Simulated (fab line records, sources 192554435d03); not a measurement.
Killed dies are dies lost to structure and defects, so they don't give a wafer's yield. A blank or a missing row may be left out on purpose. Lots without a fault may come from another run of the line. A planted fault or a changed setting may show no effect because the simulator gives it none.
Which tool did it? | flow n5_finfet | 24 lots, 72 wafers sampled, at 6 steps of a route of 1938

WHAT THE GAUGES READ, wafer by wafer
N5_PMOS_HMC_CHANNEL_EPI_INSPECT_11: inspects for defects (macro). Usual: raw_defect_count 2.0, standard deviation 1.5.
lot  | measured    | on                | raw_defect_count | flag
L074 | day 1 17:29 | defect_inspect-01 | 1 1 2            |
L075 | day 1 23:16 | defect_inspect-02 | 3 2 2            |
L076 | day 2 05:09 | defect_inspect-02 | 2 5 3            |
L077 | day 2 11:15 | defect_inspect-02 | 3 2 1            |
L078 | day 2 17:08 | defect_inspect-02 | 1 1 6            |
L079 | day 2 23:47 | defect_inspect-02 | 5 2 0            |
L080 | day 3 05:59 | defect_inspect-01 | 1 1 1            |
L081 | day 3 11:44 | defect_inspect-02 | 4 2 1            |
L082 | day 3 17:32 | defect_inspect-02 | 1 1 2            |
L083 | day 3 23:41 | defect_inspect-01 | 2 2 3            |
L084 | day 4 05:11 | defect_inspect-02 | 2 0 3            |
L085 | day 4 11:11 | defect_inspect-01 | 2 2 3            |
L086 | day 4 17:03 | defect_inspect-01 | 1 2 2            |
L087 | day 4 23:18 | defect_inspect-01 | 1 4 4            |
L088 | day 5 04:59 | defect_inspect-01 | 4 5 3            |
L089 | day 5 11:02 | defect_inspect-01 | 2 2 3            |
L090 | day 5 17:30 | defect_inspect-02 | 4 0 1            |
L091 | day 5 23:13 | defect_inspect-01 | 1 4 2            |
L092 | day 6 05:19 | defect_inspect-02 | 2 3 1            |
L093 | day 6 11:16 | defect_inspect-02 | 3 1 1            |
L094 | day 6 17:32 | defect_inspect-01 | 0 1 1            |
L095 | day 6 23:16 | defect_inspect-02 | 0 2 2            |
L096 | day 7 05:11 | defect_inspect-02 | 1 4 4            |
L097 | day 7 11:43 | defect_inspect-02 | 1 2 0            |

N5_PMOS_HMC_CHANNEL_EPI_INSPECT_30: inspects for defects (darkfield). Usual: raw_defect_count 19, standard deviation 6.6.
lot  | measured    | on                | raw_defect_count | flag
L074 | day 1 20:43 | defect_inspect-02 | 15 19 20         |
L075 | day 2 02:14 | defect_inspect-02 | 24 23 20         |
L076 | day 2 08:29 | defect_inspect-01 | 24 15 14         |
L077 | day 2 14:11 | defect_inspect-02 | 13 38 8          |
L078 | day 2 19:55 | defect_inspect-01 | 26 8 14          |
L079 | day 3 02:35 | defect_inspect-02 | 11 14 23         |
L080 | day 3 08:58 | defect_inspect-02 | 20 25 19         |
L081 | day 3 14:30 | defect_inspect-02 | 23 34 21         |
L082 | day 3 20:19 | defect_inspect-02 | 33 17 20         |
L083 | day 4 02:51 | defect_inspect-01 | 21 16 33         |
L084 | day 4 07:58 | defect_inspect-02 | 10 12 16         |
L085 | day 4 14:05 | defect_inspect-01 | 9 13 17          |
L086 | day 4 20:12 | defect_inspect-01 | 16 16 22         |
L087 | day 5 02:28 | defect_inspect-02 | 10 14 12         |
L088 | day 5 08:11 | defect_inspect-01 | 16 13 19         |
L089 | day 5 14:13 | defect_inspect-01 | 26 27 18         |
L090 | day 5 20:17 | defect_inspect-02 | 22 18 11         |
L091 | day 6 01:59 | defect_inspect-01 | 14 16 16         |
L092 | day 6 08:11 | defect_inspect-01 | 20 12 10         |
L093 | day 6 14:14 | defect_inspect-02 | 15 15 16         |
L094 | day 6 20:53 | defect_inspect-01 | 37 22 20         |
L095 | day 7 03:14 | defect_inspect-02 | 15 28 23         |
L096 | day 7 09:07 | defect_inspect-01 | 17 17 17         |
L097 | day 7 15:55 | defect_inspect-02 | 23 16 25         |

N5_FIN_SAQP_THK_MEAS_07. Usual: thk_nm 60.1 nm, standard deviation 0.81.
lot  | measured    | on            | thk_nm (nm)    | flag
L074 | day 1 21:35 | film_metro-01 | 60.5 59.6 60.5 |
L075 | day 2 03:06 | film_metro-01 | 59.7 60.0 60.7 |
L076 | day 2 09:23 | film_metro-01 | 59.2 59.6 59.8 |
L077 | day 2 15:07 | film_metro-01 | 59.3 59.5 60.8 |
L078 | day 2 20:50 | film_metro-02 | 58.7 61.3 60.0 |
L079 | day 3 03:26 | film_metro-02 | 58.9 59.1 60.3 |
L080 | day 3 10:15 | film_metro-02 | 58.0 58.4 59.2 |
L081 | day 3 15:23 | film_metro-02 | 58.9 60.2 60.5 |
L082 | day 3 21:15 | film_metro-02 | 60.6 60.0 59.9 |
L083 | day 4 03:41 | film_metro-02 | 61.1 59.7 60.5 |
L084 | day 4 08:59 | film_metro-02 | 60.9 60.1 61.3 |
L085 | day 4 15:01 | film_metro-01 | 59.0 60.1 60.4 |
L086 | day 4 23:52 | film_metro-02 | 59.3 60.1 59.5 |
L087 | day 5 04:16 | film_metro-02 | 59.6 61.7 61.3 |
L088 | day 5 09:07 | film_metro-02 | 60.0 60.4 61.4 |
L089 | day 5 15:02 | film_metro-02 | 60.8 60.1 61.1 |
L090 | day 5 21:14 | film_metro-02 | 58.6 59.8 60.5 |
L091 | day 6 03:00 | film_metro-01 | 61.0 60.2 61.0 |
L092 | day 6 09:09 | film_metro-01 | 60.2 59.7 60.8 |
L093 | day 6 15:05 | film_metro-01 | 60.2 60.0 60.5 |
L094 | day 6 21:43 | film_metro-02 | 59.8 61.2 61.1 |
L095 | day 7 04:07 | film_metro-01 | 60.3 59.9 61.1 |
L096 | day 7 10:59 | film_metro-01 | 60.9 60.0 61.3 |
L097 | day 7 16:54 | film_metro-01 | 59.9 60.4 61.3 |

WHICH TOOL RAN EACH LOT (tool, then ch and the chambers of the sampled wafers, then the start)
lot  | N5_PMOS_HMC_CHANNEL_EPI_STRIP_33  | N5_PMOS_HMC_CHANNEL_EPI_ETCH_38 | N5_FIN_SAQP_PECVD_47
L074 | rie_diel-04 ch 1,3, day 1 17:40   | rie_si-03 ch 0,1,3, day 1 17:58 | pecvd-01 ch 0,2, day 1 21:25
L075 | rie_diel-06 ch 0,1, day 1 23:32   | rie_si-04 ch 1,2,3, day 1 23:50 | pecvd-01 ch 1,2, day 2 02:56
L076 | rie_diel-06 ch 2,3, day 2 05:52   | rie_si-03 ch 0,1,3, day 2 06:10 | pecvd-02 ch 0,1, day 2 09:09
L077 | rie_diel-03 ch 2,3, day 2 11:35   | rie_si-04 ch 0,1, day 2 11:53   | pecvd-03 ch 0,1, day 2 14:56
L078 | rie_diel-03 ch 0,1,3, day 2 17:19 | rie_si-02 ch 0,3, day 2 17:37   | pecvd-01 ch 1,2, day 2 20:40
L079 | rie_diel-06 ch 0,1,3, day 2 23:59 | rie_si-03 ch 0,1,2, day 3 00:17 | pecvd-03 ch 0,1, day 3 03:14
L080 | rie_diel-04 ch 1,2, day 3 06:09   | rie_si-04 ch 1,2,3, day 3 06:27 | pecvd-01 ch 0,1, day 3 10:01
L081 | rie_diel-06 ch 0,1,3, day 3 11:54 | rie_si-04 ch 1,2,3, day 3 12:12 | pecvd-02 ch 0,1,2, day 3 15:13
L082 | rie_diel-06 ch 0,1,3, day 3 17:42 | rie_si-04 ch 1,2,3, day 3 18:01 | pecvd-02 ch 0,1,2, day 3 21:05
L083 | rie_diel-04 ch 2,3, day 4 00:09   | rie_si-03 ch 0,2,3, day 4 00:27 | pecvd-02 ch 0,1,2, day 4 03:31
L084 | rie_diel-03 ch 1,3, day 4 05:22   | rie_si-02 ch 1,2,3, day 4 05:40 | pecvd-03 ch 1,2, day 4 08:49
L085 | rie_diel-04 ch 0,3, day 4 11:22   | rie_si-03 ch 0,2,3, day 4 11:40 | pecvd-02 ch 1,2, day 4 14:50
L086 | rie_diel-06 ch 0,1,3, day 4 17:35 | rie_si-04 ch 0,1, day 4 17:53   | pecvd-03 ch 0,1, day 4 23:42
L087 | rie_diel-06 ch 1,3, day 4 23:28   | rie_si-03 ch 2,3, day 4 23:46   | pecvd-01 ch 0,2, day 5 04:06
L088 | rie_diel-04 ch 0,1,3, day 5 05:20 | rie_si-02 ch 1,2,3, day 5 05:38 | pecvd-02 ch 0,1, day 5 08:57
L089 | rie_diel-04 ch 0,1,2, day 5 11:13 | rie_si-03 ch 0,1,3, day 5 11:31 | pecvd-02 ch 0,1,2, day 5 14:52
L090 | rie_diel-06 ch 0,3, day 5 17:40   | rie_si-04 ch 1,3, day 5 17:58   | pecvd-03 ch 0,1, day 5 21:04
L091 | rie_diel-06 ch 0,3, day 5 23:23   | rie_si-03 ch 1,2,3, day 5 23:41 | pecvd-02 ch 0,1, day 6 02:50
L092 | rie_diel-04 ch 0,1, day 6 05:34   | rie_si-04 ch 1,2, day 6 05:53   | pecvd-02 ch 0,1,2, day 6 08:58
L093 | rie_diel-03 ch 1,2,3, day 6 11:32 | rie_si-04 ch 2,3, day 6 11:50   | pecvd-01 ch 0,1,2, day 6 14:56
L094 | rie_diel-04 ch 0,1,3, day 6 17:59 | rie_si-03 ch 0,1, day 6 18:17   | pecvd-01 ch 0,2, day 6 21:33
L095 | rie_diel-03 ch 2,3, day 6 23:26   | rie_si-03 ch 2,3, day 6 23:44   | pecvd-01 ch 0,2, day 7 03:56
L096 | rie_diel-06 ch 0,2,3, day 7 05:20 | rie_si-04 ch 0,2,3, day 7 05:39 | pecvd-03 ch 0,1, day 7 10:49
L097 | rie_diel-06 ch 1,2,3, day 7 12:17 | rie_si-02 ch 0,2,3, day 7 12:35 | pecvd-03 ch 0,2, day 7 16:44
- N5_PMOS_HMC_CHANNEL_EPI_STRIP_33: strips in N2/H2.
- N5_PMOS_HMC_CHANNEL_EPI_ETCH_38: etches SiO2 in CF4, target depth 1.5 nm.
- N5_FIN_SAQP_PECVD_47: deposits a-Si from SiH4/He, target thk 45 nm, time 36.3 s.

WHAT THE TOOLS THEMSELVES READ (means of the sampled wafers that have a number; where no wafer has one, the mark that the record gives instead)
N5_PMOS_HMC_CHANNEL_EPI_STRIP_33. Usual: drypump_motor_current_A 5.8 A, standard deviation 0.61; oes_product_au 0.77 a.u., standard deviation 0.1; rf_vpp_V 54.4 V, standard deviation 1.6; showerhead_plenum_p_Torr 3.41 Torr, standard deviation 0.12; throttle_valve_pct 19.0 %, standard deviation 0.31.
lot  | tool        | drypump_motor_current_A (A) | oes_product_au (a.u.) | rf_vpp_V (V) | showerhead_plenum_p_Torr (Torr) | throttle_valve_pct (%) | flag
L074 | rie_diel-04 | 5.2                         | 0.71                  | 51.4         | 3.47                            | 18.9                   |
L075 | rie_diel-06 | 6.2                         | 0.70                  | 54.2         | 3.49                            | 19.4                   |
L076 | rie_diel-06 | 5.8                         | 0.76                  | 53.8         | 3.38                            | 18.7                   |
L077 | rie_diel-03 | 5.5                         | 0.72                  | 54.9         | 3.21                            | 18.9                   |
L078 | rie_diel-03 | 5.8                         | 0.72                  | 54.6         | 3.30                            | 19.2                   |
L079 | rie_diel-06 | 6.2                         | 0.74                  | 54.2         | 3.46                            | 19.2                   |
L080 | rie_diel-04 | 5.2                         | 0.71                  | 54.8         | 3.27                            | 19.2                   |
L081 | rie_diel-06 | 6.2                         | 0.74                  | 54.3         | 3.46                            | 19.2                   |
L082 | rie_diel-06 | 6.2                         | 0.73                  | 53.9         | 3.46                            | 19.2                   |
L083 | rie_diel-04 | 5.5                         | 0.69                  | 54.2         | 3.36                            | 19.0                   |
L084 | rie_diel-03 | 5.9                         | 0.71                  | 52.9         | 3.30                            | 19.3                   |
L085 | rie_diel-04 | 6.1                         | 0.85                  | 56.3         | 3.44                            | 18.8                   |
L086 | rie_diel-06 | 6.2                         | 0.73                  | 55.4         | 3.45                            | 19.2                   |
L087 | rie_diel-06 | 6.3                         | 0.78                  | 55.4         | 3.43                            | 19.1                   |
L088 | rie_diel-04 | 5.5                         | 0.78                  | 54.3         | 3.44                            | 18.9                   |
L089 | rie_diel-04 | 5.5                         | 0.87                  | 55.6         | 3.48                            | 18.9                   |
L090 | rie_diel-06 | 5.9                         | 0.88                  | 55.9         | 3.41                            | 18.8                   |
L091 | rie_diel-06 | 6.0                         | 0.86                  | 53.1         | 3.41                            | 18.8                   |
L092 | rie_diel-04 | 5.3                         | 0.78                  | 54.6         | 3.45                            | 19.0                   |
L093 | rie_diel-03 | 5.6                         | 0.81                  | 54.6         | 3.43                            | 19.0                   |
L094 | rie_diel-04 | 5.6                         | 0.85                  | 55.0         | 3.44                            | 18.8                   |
L095 | rie_diel-03 | 5.5                         | 0.78                  | 54.2         | 3.32                            | 18.8                   |
L096 | rie_diel-06 | 5.8                         | 0.88                  | 52.5         | 3.39                            | 18.7                   |
L097 | rie_diel-06 | 6.1                         | 0.81                  | 54.1         | 3.39                            | 18.9                   |

N5_PMOS_HMC_CHANNEL_EPI_ETCH_38. Usual: drypump_motor_current_A 5.8 A, standard deviation 0.35; he_backside_leak_sccm 2.64 sccm, standard deviation 0.27; oes_product_au 1.011 a.u., standard deviation 0.017; rf_fwd_power_W 784 W, standard deviation 4.6; throttle_valve_pct 21.81 %, standard deviation 0.28.
lot  | tool      | drypump_motor_current_A (A) | he_backside_leak_sccm (sccm) | oes_product_au (a.u.) | rf_fwd_power_W (W) | throttle_valve_pct (%) | flag
L074 | rie_si-03 | 5.5                         | 2.54                         | 1.016                 | 786                | 21.60                  |
L075 | rie_si-04 | 5.7                         | 2.81                         | 1.030                 | 786                | 21.86                  |
L076 | rie_si-03 | 5.5                         | 2.47                         | 1.009                 | 786                | 21.61                  |
L077 | rie_si-04 | 5.7                         | 2.92                         | 1.001                 | 784                | 21.98                  |
L078 | rie_si-02 | 6.4                         | 2.49                         | 1.010                 | 785                | 21.67                  |
L079 | rie_si-03 | 5.7                         | 2.44                         | 1.020                 | 785                | 21.78                  |
L080 | rie_si-04 | 5.7                         | 2.74                         | 1.025                 | 786                | 21.86                  |
L081 | rie_si-04 | 5.7                         | 2.79                         | 1.026                 | 787                | 21.86                  |
L082 | rie_si-04 | 5.7                         | 2.74                         | 1.023                 | 787                | 21.86                  |
L083 | rie_si-03 | 5.6                         | 2.45                         | 1.021                 | 784                | 21.73                  |
L084 | rie_si-02 | 5.9                         | 2.68                         | 1.004                 | 782                | 21.75                  |
L085 | rie_si-03 | 5.6                         | 2.51                         | 1.007                 | 782                | 21.73                  |
L086 | rie_si-04 | 5.4                         | 2.79                         | 1.016                 | 784                | 21.90                  |
L087 | rie_si-03 | 5.6                         | 2.50                         | 1.002                 | 780                | 21.88                  |
L088 | rie_si-02 | 5.9                         | 2.70                         | 1.018                 | 783                | 21.76                  |
L089 | rie_si-03 | 5.5                         | 2.56                         | 1.011                 | 785                | 21.60                  |
L090 | rie_si-04 | 5.7                         | 2.57                         | 1.005                 | 785                | 21.68                  |
L091 | rie_si-03 | 5.7                         | 2.49                         | 1.009                 | 780                | 21.94                  |
L092 | rie_si-04 | 5.5                         | 2.72                         | 1.017                 | 788                | 21.88                  |
L093 | rie_si-04 | 5.9                         | 2.61                         | 0.991                 | 783                | 21.75                  |
L094 | rie_si-03 | 5.6                         | 2.51                         | 1.024                 | 783                | 21.64                  |
L095 | rie_si-03 | 5.8                         | 2.43                         | 1.013                 | 779                | 22.06                  |
L096 | rie_si-04 | 5.9                         | 2.66                         | 0.988                 | 782                | 21.90                  |
L097 | rie_si-02 | 6.3                         | 2.57                         | 1.014                 | 784                | 21.65                  |

N5_FIN_SAQP_PECVD_47. Usual: heater_power_w 850 W, standard deviation 110; rf_fwd_power_W 98.8 W, standard deviation 0.39; showerhead_plenum_p_Torr 5.69 Torr, standard deviation 0.047; throttle_valve_pct 18.7 %, standard deviation 0.8.
lot  | tool     | heater_power_w (W) | rf_fwd_power_W (W) | showerhead_plenum_p_Torr (Torr) | throttle_valve_pct (%) | flag
L074 | pecvd-01 | 773                | 98.5               | 5.68                            | 18.4                   |
L075 | pecvd-01 | 846                | 98.5               | 5.71                            | 18.6                   |
L076 | pecvd-02 | 852                | 98.7               | 5.73                            | 18.3                   |
L077 | pecvd-03 | 957                | 98.7               | 5.65                            | 18.6                   |
L078 | pecvd-01 | 858                | 99.0               | 5.71                            | 19.5                   |
L079 | pecvd-03 | 999                | 98.5               | 5.66                            | 18.4                   |
L080 | pecvd-01 | 700                | 98.3               | 5.65                            | 19.5                   |
L081 | pecvd-02 | 844                | 98.9               | 5.72                            | 18.2                   |
L082 | pecvd-02 | 896                | 99.0               | 5.72                            | 18.4                   |
L083 | pecvd-02 | 872                | 99.1               | 5.72                            | 18.5                   |
L084 | pecvd-03 | 881                | 98.6               | 5.62                            | 18.4                   |
L085 | pecvd-02 | 818                | 99.3               | 5.72                            | 18.6                   |
L086 | pecvd-03 | 1022               | 98.7               | 5.65                            | 18.5                   |
L087 | pecvd-01 | 768                | 98.7               | 5.67                            | 18.3                   |
L088 | pecvd-02 | 914                | 98.9               | 5.72                            | 18.6                   |
L089 | pecvd-02 | 903                | 98.6               | 5.71                            | 18.3                   |
L090 | pecvd-03 | 910                | 98.8               | 5.67                            | 18.2                   |
L091 | pecvd-02 | 923                | 98.9               | 5.73                            | 18.4                   |
L092 | pecvd-02 | 829                | 99.0               | 5.72                            | 18.5                   |
L093 | pecvd-01 | 773                | 98.5               | 5.69                            | 19.1                   |
L094 | pecvd-01 | 767                | 98.7               | 5.68                            | 18.3                   |
L095 | pecvd-01 | 804                | 98.6               | 5.68                            | 18.2                   |
L096 | pecvd-03 | 954                | 99.0               | 5.68                            | 18.3                   |
L097 | pecvd-03 | 860                | 99.3               | 5.65                            | 18.3                   |

THE ANSWER, worked out from the rows above alone
Rule: a lot is off if the mean of its wafers that have a number lies more than 3 standard deviations from the usual mean. A lot without any number at a reading at which 4 lots or more have one is off too. The other lots that the step has rows for count as sound. The gauges are gone through in route order, then the tools' own readings, and for those a lot's mean is taken as printed above. The first step at which some lot is off is used, and at that step the reading that is off furthest; a lot without a number counts as furthest.
No lot is off at any reading shown: from this, nothing can be told.

WHAT THE SIMULATOR HAD PUT IN
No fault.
